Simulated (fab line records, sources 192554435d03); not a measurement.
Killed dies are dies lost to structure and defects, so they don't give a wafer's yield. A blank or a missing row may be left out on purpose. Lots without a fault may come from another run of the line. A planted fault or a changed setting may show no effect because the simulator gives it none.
fab line records | flow n5_finfet
record lots=24 wafers=72 last_day=17
route steps=1938 shown START@1 FIN_SAQP@116 DUMMY_GATE@249 SD_EPI_P@304
lots that met no fault: from a run of the same line without faults
start_h: hours from the record's first day to the start of the lot's first wafer shown | wait_h: hours since the lot's step before | " the same as in the row above | L1.1+2: a row that stands for several wafers | - no value, or no start given | * or withheld: withheld | < > ~ a bound
route shown NAME@n: a module of which the file shows steps, and the number in the route of the first | usual: mean/standard deviation of fault-free wafers | same: alike in all rows | chamber/n: place in a boat | sites: the reading at each site | _std_site: their standard deviation | _edge_site: outer sites' mean less inner sites' | radius_mm: how far each site lies from the wafer's centre | mask NAME#n: copy n | behind: the tool/chamber that last shaped the wafer | hold: why the lot was held/for how many hours/how that ended | device: the transistor (n, p or np) that didn't switch | end of line: the same wafers' tests at the end of the route | a step without rows: its recipe alone | killed: dies lost to structure and defects at the first sort, not the wafer's yield | map: a wafer's dies, x killed, . not, _ none there
set.NAME: the setting as run; set.NAME@STEP: as run at that earlier step | model.NAME: the simulator's own value behind a step, which no gauge read
steps of the route over a sample of lots; a table a step, a row a wafer
services: from which hour (start_h, from the record's first day; less than 0 if before it) a tool's chamber was out of use, for how many hours, and why
## steps
# step N5_START_INSPECT_01
# recipe inspect_instrument=unpatterned_scan mode=incoming
# usual raw_defect_count=5.8/2.4
# columns lot.wafer tool chamber start_h wait_h raw_defect_count
L074.2 defect_inspect-02 - 12.03 - 4
L074.3 " - " " 9
L074.5 " - " " 7
L075.1 defect_inspect-01 - 18.03 - 3
L075.3 " - " " 6
L075.5 " - " " 9
L076.1 defect_inspect-01 - 24.03 - 6
L076.4 " - " " 6
L076.6 " - " " 9
L077.2 defect_inspect-01 - 30.03 - 7
L077.5 " - " " 2
L077.6 " - " " 6
L078.1 defect_inspect-01 - 36.03 - 4
L078.2 " - " " 5
L078.4 " - " " 10
L079.1 defect_inspect-01 - 42.03 - 6
L079.2 " - " " 7
L079.5 " - " " 4
L080.2 defect_inspect-01 - 48.03 - 5
L080.3 " - " " 3
L080.4 " - " " 6
L081.2 defect_inspect-01 - 54.03 - 7
L081.4 " - " " 5
L081.5 " - " " 8
L082.1 defect_inspect-01 - 60.03 - 9
L082.3 " - " " 2
L082.6 " - " " 5
L083.1 defect_inspect-01 - 66.03 - 2
L083.2 " - " " 6
L083.3 " - " " 8
L084.2 defect_inspect-02 - 72.03 - 4
L084.5 " - " " 3
L084.6 " - " " 5
L085.1 defect_inspect-02 - 78.03 - 3
L085.4 " - " " 6
L085.5 " - " " 2
L086.2 defect_inspect-02 - 84.03 - 4
L086.4 " - " " 7
L086.6 " - " " 2
L087.1 defect_inspect-02 - 90.03 - 8
L087.3 " - " " 6
L087.5 " - " " 6
L088.1 defect_inspect-02 - 96.03 - 6
L088.2 " - " " 6
L088.4 " - " " 5
L089.2 defect_inspect-01 - 102.03 - 4
L089.3 " - " " 4
L089.5 " - " " 8
L090.2 defect_inspect-01 - 108.03 - 9
L090.3 " - " " 6
L090.4 " - " " 6
L091.3 defect_inspect-01 - 114.03 - 9
L091.4 " - " " 5
L091.6 " - " " 11
L092.1 defect_inspect-02 - 120.03 - 4
L092.2 " - " " 2
L092.5 " - " " 7
L093.4 defect_inspect-01 - 126.04 - 3
L093.5 " - " " 4
L093.6 " - " " 9
L094.2 defect_inspect-02 - 132.03 - 5
L094.3 " - " " 3
L094.4 " - " " 2
L095.1 defect_inspect-02 - 138.03 - 8
L095.4 " - " " 5
L095.5 " - " " 4
L096.1 defect_inspect-01 - 144.03 - 2
L096.2 " - " " 3
L096.6 " - " " 4
L097.1 defect_inspect-02 - 150.03 - 6
L097.3 " - " " 8
L097.5 " - " " 5
# step N5_FIN_SAQP_ETCH_52
# recipe chemistry=N2/H2 target=SOC target_depth_a=1000 overetch_a=200 mask_material=SiARC temp_c=40 time_s=150 ion_energy_ev=200 pressure_mtorr=30 source_w=840 bias_w=150 n2_flow_sccm=200 h2_flow_sccm=200 ends=end_point
# usual drypump_motor_current_A=5.5/0.5 oes_product_au=0.71/0.06 rf_vpp_V=524.4/2.7 showerhead_plenum_p_Torr=2.57/0.091 throttle_valve_pct=17.87/0.24
# columns lot.wafer tool chamber start_h wait_h drypump_motor_current_A oes_product_au rf_hours_counter_h rf_vpp_V showerhead_plenum_p_Torr throttle_valve_pct
L074.2 rie_diel-01 1 21.63 0.0 5.7 0.64 207 523.8 2.52 18.02
L074.3 " 0 " " 5.7 0.69 154 523.5 2.53 17.87
L074.5 " 0 " " 5.6 0.69 - 522.6 2.53 17.88
L075.1 rie_diel-01 1 28.55 0.0 5.8 0.63 210 522.7 2.52 18.01
L075.3 " 2 " " 5.1 0.76 56 527.4 2.70 18.06
L075.5 " 1 " " 5.8 0.63 - 523.4 2.52 18.01
L076.1 rie_diel-03 3 34.18 0.0 5.8 0.63 221 525.4 2.60 18.03
L076.4 " 2 " " 5.7 0.67 158 521.2 2.43 17.91
L076.6 " 3 " " 5.8 0.63 - 525.3 2.61 18.04
L077.2 rie_diel-01 3 40.64 0.0 6.6 0.85 4 530.2 2.71 17.42
L077.5 " 0 " " 5.6 0.68 - 524.1 2.52 17.90
L077.6 " 3 " " 6.5 0.85 - 529.1 2.71 17.43
L078.1 rie_diel-06 3 45.33 0.0 4.9 0.79 30 521.8 2.50 17.63
L078.2 " 2 " " 5.2 0.76 65 521.0 2.48 17.94
L078.4 " 0 " " 5.1 0.69 144 526.0 2.66 18.12
L079.1 rie_diel-06 2 51.41 0.0 5.3 0.75 68 522.5 2.48 17.95
L079.2 " 3 " " 4.9 0.79 32 522.9 2.50 17.61
L079.5 " 3 " " 4.9 0.79 - 522.5 2.50 17.62
L080.2 rie_diel-06 2 58.22 0.0 5.2 0.75 70 522.0 2.48 17.97
L080.3 " 0 " " 5.1 0.68 150 526.2 2.65 18.12
L080.4 " 1 " " 5.4 0.74 62 524.7 2.57 17.64
L081.2 rie_diel-03 3 63.72 0.0 5.8 0.62 231 525.1 2.60 18.04
L081.4 " 1 " " 4.8 0.76 57 521.8 2.47 17.33
L081.5 " 0 " " 6.3 0.65 - 527.1 2.64 18.05
L082.1 rie_diel-06 3 69.88 0.0 4.9 0.78 40 520.9 2.50 17.64
L082.3 " 2 " " 5.2 0.75 74 520.6 2.48 17.98
L082.6 " 3 " " 4.9 0.77 - 520.6 2.50 17.66
L083.1 rie_diel-01 0 76.46 0.0 5.6 0.68 175 523.2 2.52 17.92
L083.2 " 2 " " 5.1 0.74 74 527.9 2.69 18.08
L083.3 " 1 " " 5.8 0.62 227 525.3 2.51 18.05
L084.2 rie_diel-01 1 82.58 0.0 5.8 0.62 230 523.9 2.51 18.06
L084.5 " 2 " " 5.1 0.74 - 527.6 2.69 18.10
L084.6 " 1 " " 5.7 0.63 - 522.4 2.51 18.07
L085.1 rie_diel-01 2 88.72 0.0 5.1 0.73 80 528.5 2.69 18.11
L085.4 " 1 " " 5.8 0.62 233 522.0 2.51 18.07
L085.5 " 3 " " 6.5 0.81 - 528.4 2.71 17.46
L086.2 rie_diel-06 2 95.70 0.0 5.2 0.74 81 522.0 2.48 17.98
L086.4 " 1 " " 5.3 0.74 74 523.9 2.56 17.67
L086.6 " 2 " " 5.2 0.75 - 523.7 2.48 17.99
L087.1 rie_diel-06 0 99.83 0.0 5.0 0.67 166 525.9 2.65 18.14
L087.3 " 2 " " 5.2 0.74 83 519.7 2.48 17.98
L087.5 " 2 " " 5.2 0.74 - 521.0 2.48 17.98
L088.1 rie_diel-01 3 107.45 0.0 6.5 0.80 24 528.9 2.71 17.48
L088.2 " 0 " " 5.6 0.67 186 523.8 2.51 17.92
L088.4 " 1 " " 5.7 0.62 238 523.7 2.50 18.09
L089.2 rie_diel-03 1 113.23 0.0 4.9 0.74 74 521.8 2.46 17.35
L089.3 " 2 " " 5.8 0.65 185 520.8 2.42 17.95
L089.5 " 2 " " 5.8 0.65 - 519.0 2.42 17.95
L090.2 rie_diel-06 2 118.67 0.0 5.2 0.73 90 521.3 2.47 17.99
L090.3 " 0 " " 5.1 0.66 172 526.5 2.64 18.16
L090.4 " 1 " " 5.4 0.73 82 525.1 2.56 17.69
L091.3 rie_diel-03 0 123.87 0.0 6.3 0.64 205 524.9 2.63 18.07
L091.4 " 0 " " 6.3 0.64 - 527.0 2.63 18.09
L091.6 " 2 " " 5.8 0.65 - 520.0 2.42 17.97
L092.1 rie_diel-03 1 130.08 0.0 4.8 0.73 81 522.2 2.46 17.37
L092.2 " 0 " " 6.2 0.64 207 524.9 2.63 18.09
L092.5 " 0 " " 6.3 0.64 - 526.3 2.63 18.09
L093.4 rie_diel-01 2 136.47 0.0 5.1 0.72 95 526.2 2.68 18.13
L093.5 " 2 " " 5.1 0.72 - 527.4 2.68 18.12
L093.6 " 1 " " 5.8 0.61 - 522.1 2.50 18.10
L094.2 rie_diel-01 3 142.35 0.0 6.5 0.78 35 527.6 2.70 17.48
L094.3 " 2 " " 5.1 0.72 96 526.1 2.68 18.13
L094.4 " 0 " " 5.6 0.66 198 523.7 2.51 17.96
L095.1 rie_diel-01 3 148.67 0.0 6.5 0.77 38 528.7 2.70 17.48
L095.4 " 0 " " 5.6 0.66 - 522.5 2.51 17.95
L095.5 " 2 " " 5.2 0.72 - 527.8 2.68 18.13
L096.1 rie_diel-06 0 154.66 0.0 5.1 0.66 184 526.1 2.64 18.18
L096.2 " 1 " " 5.4 0.71 94 524.2 2.55 17.71
L096.6 " 3 " " 4.9 0.74 - 522.7 2.48 17.70
L097.1 rie_diel-01 1 159.92 0.0 5.8 0.89 0 522.8 2.50 17.65
L097.3 " 0 " " 5.6 0.66 205 524.1 2.51 17.98
L097.5 " 0 " " 5.6 0.65 - 522.8 2.51 17.97
# step N5_FIN_SAQP_STRIP_55
# recipe chemistry=N2/H2 power_w=500 temp_c=40 pressure_mtorr=50 rf_frequency_hz=6e+07 overash_fraction=0.3 bias_power_w=28 h2_frac=0.5 n2_flow_sccm=300 h2_flow_sccm=300
# usual drypump_motor_current_A=5.4/0.48 oes_product_au=0.79/0.073 rf_vpp_V=121.9/1.5 showerhead_plenum_p_Torr=3.36/0.11 throttle_valve_pct=19.0/0.33
# columns lot.wafer tool chamber start_h wait_h drypump_motor_current_A oes_product_au rf_hours_counter_h rf_vpp_V showerhead_plenum_p_Torr throttle_valve_pct
L074.2 rie_diel-06 2 22.04 0.2 5.2 0.86 57 119.1 3.29 19.2
L074.3 " 3 " " 4.9 0.90 21 121.3 3.31 19.1
L074.5 " 0 " " 5.1 0.77 - 120.9 3.51 19.4
L075.1 rie_diel-01 2 28.84 0.1 5.2 0.84 57 121.9 3.55 19.2
L075.3 " 0 " " 5.6 0.75 157 120.6 3.34 18.9
L075.5 " 1 " " 5.8 0.71 - 122.3 3.32 19.3
L076.1 rie_diel-06 1 34.47 0.1 5.4 0.86 53 123.2 3.40 18.7
L076.4 " 2 " " 5.3 0.85 62 120.3 3.29 19.1
L076.6 " 1 " " 5.4 0.85 - 124.5 3.40 18.8
L077.2 rie_diel-06 3 40.93 0.1 4.9 0.90 28 120.0 3.31 19.2
L077.5 " 3 " " 4.9 0.88 - 121.1 3.30 19.2
L077.6 " 0 " " 5.0 0.77 - 121.2 3.50 19.4
L078.1 rie_diel-03 1 45.62 0.1 4.8 0.85 50 123.3 3.27 18.3
L078.2 " 2 " " 5.8 0.76 161 121.9 3.22 19.1
L078.4 " 0 " " 6.2 0.73 176 123.9 3.49 19.2
L079.1 rie_diel-06 2 51.70 0.1 5.2 0.86 68 119.6 3.28 19.2
L079.2 " 1 " " 5.3 0.85 60 123.2 3.39 18.8
L079.5 " 0 " " 5.0 0.76 - 122.1 3.50 19.4
L080.2 rie_diel-06 0 58.51 0.1 5.0 0.77 150 122.5 3.50 19.4
L080.3 " 2 " " 5.2 0.86 70 119.5 3.28 19.2
L080.4 " 3 " " 4.9 0.88 35 120.7 3.30 19.1
L081.2 rie_diel-01 2 64.01 0.1 5.1 0.83 69 122.4 3.55 19.2
L081.4 " 0 " " 5.6 0.76 170 121.8 3.33 18.9
L081.5 " 0 " " 5.6 0.75 - 120.2 3.33 18.9
L082.1 rie_diel-06 2 70.30 0.2 5.2 0.84 74 121.8 3.28 19.2
L082.3 " 0 " " 5.1 0.75 154 124.3 3.50 19.5
L082.6 " 1 " " 5.4 0.85 - 122.1 3.39 18.8
L083.1 rie_diel-03 3 76.79 0.1 5.8 0.70 236 123.3 3.43 19.1
L083.2 " 1 " " 4.9 0.84 62 120.7 3.27 18.3
L083.3 " 0 " " 6.3 0.71 188 124.2 3.48 19.2
L084.2 rie_diel-06 1 83.11 0.3 5.4 0.82 70 122.5 3.39 18.8
L084.5 " 0 " " 5.1 0.76 - 124.2 3.49 19.4
L084.6 " 3 " " 4.9 0.86 - 121.3 3.30 19.2
L085.1 rie_diel-03 3 89.01 0.1 5.8 0.69 240 122.1 3.43 19.1
L085.4 " 2 " " 5.8 0.74 176 123.5 3.21 19.1
L085.5 " 2 " " 5.8 0.75 - 118.4 3.21 19.1
L086.2 rie_diel-03 1 95.99 0.1 4.9 0.84 68 119.6 3.26 18.3
L086.4 " 0 " " 6.3 0.72 194 121.8 3.48 19.2
L086.6 " 2 " " 5.8 0.74 - 119.2 3.21 19.1
L087.1 rie_diel-03 1 100.13 0.1 4.9 0.83 70 122.2 3.26 18.3
L087.3 " 0 " " 6.3 0.72 196 123.8 3.48 19.2
L087.5 " 2 " " 5.7 0.73 - 121.2 3.21 19.1
L088.1 rie_diel-03 0 107.74 0.1 6.3 0.72 198 120.6 3.48 19.2
L088.2 " 3 " " 5.8 0.69 246 122.5 3.42 19.1
L088.4 " 2 " " 5.8 0.74 182 120.2 3.21 19.1
L089.2 rie_diel-01 2 113.54 0.1 5.1 0.81 88 123.1 3.54 19.2
L089.3 " 3 " " 6.5 0.90 26 122.4 3.57 18.5
L089.5 " 0 " " 5.7 0.74 - 121.3 3.32 18.9
L090.2 rie_diel-03 2 118.96 0.1 5.8 0.73 187 122.3 3.20 19.1
L090.3 " 0 " " 6.3 0.73 202 121.5 3.47 19.2
L090.4 " 1 " " 4.8 0.83 - 122.9 3.26 18.3
L091.3 rie_diel-03 0 124.21 0.1 6.3 0.71 205 124.5 3.47 19.2
L091.4 " 0 " " 6.3 0.71 - 122.4 3.47 19.2
L091.6 " 2 " " 5.8 0.73 - 118.8 3.20 19.1
L092.1 rie_diel-03 0 130.37 0.1 6.3 0.70 207 119.9 3.47 19.2
L092.2 " 2 " " 5.8 0.72 192 122.6 3.20 19.1
L092.5 " 1 " " 4.8 0.82 - 123.9 3.25 18.3
L093.4 rie_diel-06 3 136.88 0.2 4.9 0.84 64 124.2 3.29 19.2
L093.5 " 1 " " 5.4 0.81 - 120.9 3.38 18.8
L093.6 " 0 " " 5.1 0.74 - 120.9 3.48 19.5
L094.2 rie_diel-03 0 142.64 0.1 6.2 0.71 213 123.2 3.47 19.2
L094.3 " 1 " " 4.9 0.82 87 120.6 3.25 18.3
L094.4 " 1 " " 4.8 0.82 - 120.8 3.25 18.3
L095.1 rie_diel-06 1 149.00 0.1 5.4 0.81 93 121.6 3.37 18.8
L095.4 " 0 " " 5.1 0.75 182 123.1 3.48 19.5
L095.5 " 0 " " 5.1 0.74 - 122.8 3.48 19.5
L096.1 rie_diel-06 2 154.96 0.1 5.2 0.82 103 118.9 3.26 19.2
L096.2 " 1 " " 5.3 0.81 95 123.3 3.37 18.8
L096.6 " 3 " " 4.9 0.84 - 120.0 3.28 19.2
L097.1 rie_diel-03 0 160.21 0.1 6.2 0.69 219 123.2 3.47 19.3
L097.3 " 1 " " 4.9 0.80 94 121.2 3.25 18.4
L097.5 " 3 " " 5.8 0.98 - 122.0 3.42 18.8
# step N5_DUMMY_GATE_CD_MEAS_24
# recipe target_cd_nm=15
# usual cd_nm=15.0/0.43
# columns lot.wafer tool chamber start_h wait_h cd_nm
L074.2 cd_sem-03 - 46.92 0.1 14.8
L074.3 " - " " 14.9
L074.5 " - " " 14.7
L075.1 cd_sem-02 - 54.58 0.1 15.5
L075.3 " - " " 15.0
L075.5 " - " " 15.1
L076.1 cd_sem-03 - 58.52 0.1 14.5
L076.4 " - " " 15.3
L076.6 " - " " 15.3
L077.2 cd_sem-03 - 65.68 0.1 16.0
L077.5 " - " " 15.2
L077.6 " - " " 15.5
L078.1 cd_sem-02 - 71.06 0.1 15.3
L078.2 " - " " 14.9
L078.4 " - " " 15.1
L079.1 cd_sem-03 - 75.23 0.1 15.6
L079.2 " - " " 15.3
L079.5 " - " " 15.0
L080.2 cd_sem-02 - 83.92 0.1 14.3
L080.3 " - " " 15.0
L080.4 " - " " 14.5
L081.2 cd_sem-02 - 88.18 0.1 15.1
L081.4 " - " " 15.2
L081.5 " - " " 15.2
L082.1 cd_sem-03 - 94.36 0.1 14.8
L082.3 " - " " 15.4
L082.6 " - " " 15.5
L083.1 cd_sem-03 - 107.61 0.1 15.4
L083.2 " - " " 15.2
L083.3 " - " " 14.7
L084.2 cd_sem-03 - 109.43 0.1 14.4
L084.5 " - " " 15.3
L084.6 " - " " 15.6
L085.1 cd_sem-03 - 117.25 0.1 14.9
L085.4 " - " " 15.4
L085.5 " - " " 15.5
L086.2 cd_sem-03 - 121.14 0.1 15.1
L086.4 " - " " 14.2
L086.6 " - " " 15.3
L087.1 cd_sem-01 - 124.95 0.1 14.8
L087.3 " - " " 15.2
L087.5 " - " " 15.0
L088.1 cd_sem-03 - 132.45 0.1 15.7
L088.2 " - " " 14.4
L088.4 " - " " 15.1
L089.2 cd_sem-02 - 137.76 0.1 14.9
L089.3 " - " " 14.4
L089.5 " - " " 14.5
L090.2 cd_sem-03 - 143.83 0.1 14.9
L090.3 " - " " 15.1
L090.4 " - " " 14.4
L091.3 cd_sem-03 - 147.96 0.1 14.4
L091.4 " - " " 15.9
L091.6 " - " " 15.5
L092.1 cd_sem-02 - 156.11 0.1 15.2
L092.2 " - " " 14.6
L092.5 " - " " 15.3
L093.4 cd_sem-01 - 161.91 0.1 14.0
L093.5 " - " " 14.5
L093.6 " - " " 14.8
L094.2 cd_sem-01 - 167.20 0.1 15.6
L094.3 " - " " 15.2
L094.4 " - " " 16.0
L095.1 cd_sem-03 - 172.57 0.1 14.1
L095.4 " - " " 14.7
L095.5 " - " " 14.8
L096.1 cd_sem-03 - 179.57 0.1 14.7
L096.2 " - " " 15.2
L096.6 " - " " 14.4
L097.1 cd_sem-03 - 184.13 0.1 15.7
L097.3 " - " " 15.4
L097.5 " - " " 15.1
# step N5_SD_EPI_P_OVL_MEAS_10
# recipe points_per_wafer=44
# usual SD_P_BLK_OVL=-0.1/0.74
# same points_per_wafer=44
# columns lot.wafer tool chamber start_h wait_h SD_P_BLK_OVL[nm]
L074.2 overlay-01 0 52.52 0.0 -0.1
L074.3 " 0 " " -0.7
L074.5 " 0 " " -0.6
L075.1 overlay-01 0 63.40 0.0 -0.7
L075.3 " 0 " " -1.3
L075.5 " 0 " " 0.1
L076.1 overlay-02 0 64.30 0.0 -1.2
L076.4 " 0 " " 0.3
L076.6 " 0 " " -1.2
L077.2 overlay-02 0 72.07 0.0 -0.2
L077.5 " 0 " " -0.7
L077.6 " 0 " " -0.5
L078.1 overlay-02 0 76.59 0.0 -1.0
L078.2 " 0 " " 0.5
L078.4 " 0 " " -0.7
L079.1 overlay-01 0 81.06 0.0 0.5
L079.2 " 0 " " 0.0
L079.5 " 0 " " 1.1
L080.2 overlay-01 0 90.10 0.0 0.7
L080.3 " 0 " " -0.4
L080.4 " 0 " " 0.5
L081.2 overlay-01 0 94.15 0.0 0.3
L081.4 " 0 " " 0.1
L081.5 " 0 " " -0.4
L082.1 overlay-02 0 102.24 0.0 -0.3
L082.3 " 0 " " 0.1
L082.6 " 0 " " 0.0
L083.1 overlay-02 0 115.59 0.0 0.6
L083.2 " 0 " " 2.2
L083.3 " 0 " " 0.3
L084.2 overlay-02 0 117.00 0.0 0.0
L084.5 " 0 " " -0.5
L084.6 " 0 " " -0.2
L085.1 overlay-01 0 124.04 0.0 -1.1
L085.4 " 0 " " -2.2
L085.5 " 0 " " -0.8
L086.2 overlay-01 0 127.77 0.0 -0.5
L086.4 " 0 " " 1.0
L086.6 " 0 " " 0.4
L087.1 overlay-02 0 131.72 0.0 0.7
L087.3 " 0 " " 0.6
L087.5 " 0 " " 1.3
L088.1 overlay-01 0 139.90 0.0 -0.1
L088.2 " 0 " " -0.2
L088.4 " 0 " " 0.4
L089.2 overlay-02 0 143.85 0.0 -0.7
L089.3 " 0 " " 0.6
L089.5 " 0 " " 0.2
L090.2 overlay-02 0 151.69 0.0 -1.5
L090.3 " 0 " " -1.2
L090.4 " 0 " " -1.0
L091.3 overlay-02 0 154.02 0.0 -0.8
L091.4 " 0 " " 0.2
L091.6 " 0 " " 0.2
L092.1 overlay-02 0 163.98 0.0 0.6
L092.2 " 0 " " -0.7
L092.5 " 0 " " -0.3
L093.4 overlay-01 0 167.61 0.0 0.4
L093.5 " 0 " " 1.4
L093.6 " 0 " " 0.5
L094.2 overlay-01 0 173.09 0.0 1.4
L094.3 " 0 " " -0.2
L094.4 " 0 " " 0.1
L095.1 overlay-01 0 178.40 0.0 0.6
L095.4 " 0 " " 1.1
L095.5 " 0 " " -0.2
L096.1 overlay-02 0 186.29 0.0 -0.2
L096.2 " 0 " " -0.4
L096.6 " 0 " " -0.6
L097.1 overlay-01 0 193.98 0.0 0.5
L097.3 " 0 " " 0.5
L097.5 " 0 " " 0.8
# step N5_SD_EPI_P_ETCH_47
# recipe chemistry=CH3F/O2 target=SiOCN target_depth_a=250 mask_material=SOC ion_energy_ev=60 bias_w=29 pressure_mtorr=30 source_w=410 Ar_flow_sccm=150 CH3F_flow_sccm=30 O2_flow_sccm=20
# usual drypump_motor_current_A=5.8/0.4 mfc_ar_sccm=149.9/0.4 oes_o_777_au=0.76/0.057 oes_product_au=0.77/0.064 rf_vpp_V=127.5/1.7 showerhead_plenum_p_Torr=2.01/0.052 throttle_valve_pct=16.39/0.15
# columns lot.wafer tool chamber start_h wait_h drypump_motor_current_A mfc_ar_sccm oes_o_777_au oes_product_au rf_hours_counter_h rf_vpp_V showerhead_plenum_p_Torr throttle_valve_pct
L074.2 rie_diel-05 2 53.09 0.1 5.3 150.2 0.77 0.74 148 124.3 2.09 16.18
L074.3 " 3 " " 6.1 149.9 0.85 0.84 60 125.6 1.95 16.23
L074.5 " 3 " " 6.1 150.4 0.85 0.83 - 127.0 1.95 16.21
L075.1 rie_diel-02 0 63.98 0.1 5.8 150.5 0.73 0.76 170 129.3 1.99 16.49
L075.3 " 3 " " 5.9 150.8 0.72 0.73 193 126.6 2.00 16.17
L075.5 " 3 " " 5.8 149.0 0.72 0.74 - 125.7 2.00 16.18
L076.1 rie_diel-02 2 64.87 0.1 6.3 150.0 0.76 0.76 138 126.8 2.08 16.39
L076.4 " 1 " " 6.0 150.1 0.81 0.81 76 127.2 1.94 16.54
L076.6 " 2 " " 6.3 150.0 0.76 0.76 - 127.6 2.08 16.39
L077.2 rie_diel-02 3 72.64 0.1 5.8 150.0 0.72 0.74 195 126.3 1.99 16.19
L077.5 " 1 " " 6.0 149.7 0.81 0.82 - 126.8 1.94 16.54
L077.6 " 0 " " 5.8 150.4 0.73 0.76 - 130.2 1.99 16.49
L078.1 rie_diel-02 1 77.24 0.1 6.0 149.8 0.81 0.81 81 126.8 1.94 16.54
L078.2 " 2 " " 6.2 149.6 0.75 0.75 142 127.6 2.08 16.39
L078.4 " 3 " " 5.8 149.8 0.72 0.74 197 124.9 2.00 16.19
L079.1 rie_diel-05 0 81.63 0.1 6.1 149.9 0.88 0.89 34 127.4 2.03 16.30
L079.2 " 2 " " 5.3 149.9 0.75 0.73 157 124.9 2.08 16.21
L079.5 " 3 " " 6.1 150.1 0.84 0.82 - 125.8 1.95 16.25
L080.2 rie_diel-05 0 90.78 0.1 6.1 150.5 0.88 0.87 38 125.9 2.03 16.33
L080.3 " 3 " " 6.1 149.3 0.83 0.82 74 126.3 1.95 16.24
L080.4 " 1 " " 6.3 150.3 0.72 0.69 204 123.3 2.07 16.29
L081.2 rie_diel-05 2 94.72 0.1 5.3 149.5 0.75 0.73 162 126.2 2.08 16.23
L081.4 " 3 " " 6.1 149.8 0.83 0.82 75 126.0 1.95 16.24
L081.5 " 2 " " 5.3 149.6 0.75 0.74 - 125.0 2.08 16.20
L082.1 rie_diel-02 2 102.81 0.1 6.3 149.2 0.75 0.75 149 128.1 2.08 16.40
L082.3 " 3 " " 5.8 150.0 0.72 0.73 204 126.1 1.99 16.23
L082.6 " 3 " " 5.9 150.3 0.71 0.73 - 125.9 1.99 16.21
L083.1 rie_diel-04 3 116.16 0.1 5.3 150.1 0.73 0.71 229 128.8 1.98 16.21
L083.2 " 1 " " 5.2 150.0 0.88 0.91 18 129.4 2.05 16.28
L083.3 " 2 " " 6.2 149.4 0.73 0.75 142 126.7 2.01 16.62
L084.2 rie_diel-04 3 117.62 0.1 5.3 149.6 0.73 0.71 230 128.7 1.98 16.20
L084.5 " 1 " " 5.2 149.5 0.88 0.91 - 128.6 2.05 16.28
L084.6 " 2 " " 6.2 150.0 0.74 0.75 - 125.6 2.02 16.60
L085.1 rie_diel-04 2 124.62 0.1 6.2 150.1 0.73 0.74 145 128.2 2.01 16.61
L085.4 " 0 " " 5.2 149.1 0.71 0.74 177 128.2 1.91 16.45
L085.5 " 3 " " 5.3 150.0 0.73 0.70 - 129.4 1.98 16.21
L086.2 rie_diel-04 2 128.36 0.1 6.2 149.9 0.74 0.74 146 127.2 2.01 16.62
L086.4 " 0 " " 5.2 149.3 0.72 0.73 178 129.8 1.91 16.44
L086.6 " 1 " " 5.2 149.3 0.87 0.91 - 130.9 2.05 16.29
L087.1 rie_diel-05 3 132.30 0.1 6.1 150.1 0.82 0.80 83 126.6 1.94 16.27
L087.3 " 2 " " 5.3 150.1 0.74 0.72 173 126.6 2.08 16.24
L087.5 " 1 " " 6.3 150.3 0.70 0.68 - 124.3 2.07 16.32
L088.1 rie_diel-02 2 140.48 0.1 6.3 150.3 0.74 0.74 157 128.0 2.08 16.42
L088.2 " 0 " " 5.8 150.1 0.72 0.74 192 130.3 1.99 16.51
L088.4 " 1 " " 6.0 150.7 0.78 0.78 99 127.8 1.94 16.60
L089.2 rie_diel-02 1 144.43 0.1 6.1 149.7 0.79 0.80 101 126.6 1.94 16.60
L089.3 " 0 " " 5.8 149.6 0.71 0.75 194 128.6 1.99 16.53
L089.5 " 1 " " 6.0 149.6 0.78 0.79 - 127.3 1.94 16.60
L090.2 rie_diel-04 1 152.27 0.1 5.2 149.8 0.86 0.89 30 130.2 2.05 16.30
L090.3 " 3 " " 5.3 150.1 0.72 0.69 240 129.6 1.98 16.22
L090.4 " 2 " " 6.2 149.9 0.73 0.74 - 127.2 2.01 16.63
L091.3 rie_diel-04 2 154.59 0.1 6.2 149.5 0.73 0.73 153 126.5 2.01 16.61
L091.4 " 2 " " 6.2 149.8 0.73 0.73 - 126.6 2.01 16.64
L091.6 " 1 " " 5.2 150.2 0.85 0.89 - 129.5 2.05 16.30
L092.1 rie_diel-02 0 164.55 0.1 5.8 150.4 0.71 0.73 202 128.3 1.98 16.55
L092.2 " 1 " " 6.0 149.9 0.77 0.77 109 127.6 1.93 16.61
L092.5 " 1 " " 6.0 149.1 0.78 0.78 - 127.5 1.93 16.61
L093.4 rie_diel-02 3 168.22 0.1 5.8 150.2 0.70 0.71 220 126.1 1.99 16.23
L093.5 " 1 " " 6.0 149.8 0.77 0.77 - 127.7 1.93 16.61
L093.6 " 0 " " 5.8 150.0 0.70 0.73 - 128.9 1.98 16.54
L094.2 rie_diel-04 2 173.66 0.1 6.2 150.5 0.72 0.74 159 126.6 2.01 16.65
L094.3 " 1 " " 5.2 150.7 0.84 0.88 36 130.7 2.05 16.31
L094.4 " 0 " " 5.2 149.7 0.71 0.72 190 129.0 1.91 16.47
L095.1 rie_diel-04 2 178.98 0.1 6.2 149.5 0.71 0.74 160 127.0 2.01 16.65
L095.4 " 0 " " 5.2 150.9 0.71 0.73 192 127.7 1.91 16.46
L095.5 " 2 " " 6.2 149.8 0.72 0.74 - 126.0 2.01 16.65
L096.1 rie_diel-05 1 186.90 0.1 6.3 149.9 0.70 0.68 228 123.1 2.06 16.35
L096.2 " 0 " " 6.1 150.1 0.84 0.84 67 128.4 2.02 16.37
L096.6 " 0 " " 6.1 150.3 0.84 0.85 - 128.0 2.02 16.38
L097.1 rie_diel-02 3 194.55 0.1 5.8 149.8 0.70 0.71 227 126.8 1.99 16.26
L097.3 " 2 " " 6.2 149.0 0.73 0.72 174 127.6 2.07 16.43
L097.5 " 1 " " 6.0 150.3 0.77 0.76 - 127.9 1.93 16.62
## services
# columns tool chamber start_h hours kind
rie_diel-06 2 2.24 10.3 repair
rie_diel-04 1 3.07 86.5 repair
rie_diel-04 3 11.12 5.8 repair
rie_diel-05 2 11.22 13.7 repair
rie_diel-05 1 20.85 5.0 repair
rie_diel-05 0 35.38 14.7 repair
rie_diel-02 - 50.71 2.8 repair
rie_diel-06 - 54.77 0.3 repair
rie_diel-03 2 54.77 2.2 repair
rie_diel-01 3 68.92 12.7 repair
rie_diel-05 1 75.65 12.2 repair
rie_diel-06 - 89.79 0.7 repair
rie_diel-04 3 102.34 4.6 repair
rie_diel-02 2 104.30 10.3 repair
rie_diel-05 3 106.16 6.8 repair
rie_diel-03 3 115.55 - clean
rie_diel-05 1 139.32 17.3 repair
rie_diel-03 2 140.46 3.9 repair
rie_diel-02 3 143.02 4.5 repair
rie_diel-04 0 150.47 3.8 repair
rie_diel-02 3 155.23 9.1 repair
rie_diel-04 2 180.80 8.5 repair
rie_diel-03 0 187.82 10.9 repair
rie_diel-06 0 188.36 17.2 repair
## key
fault none
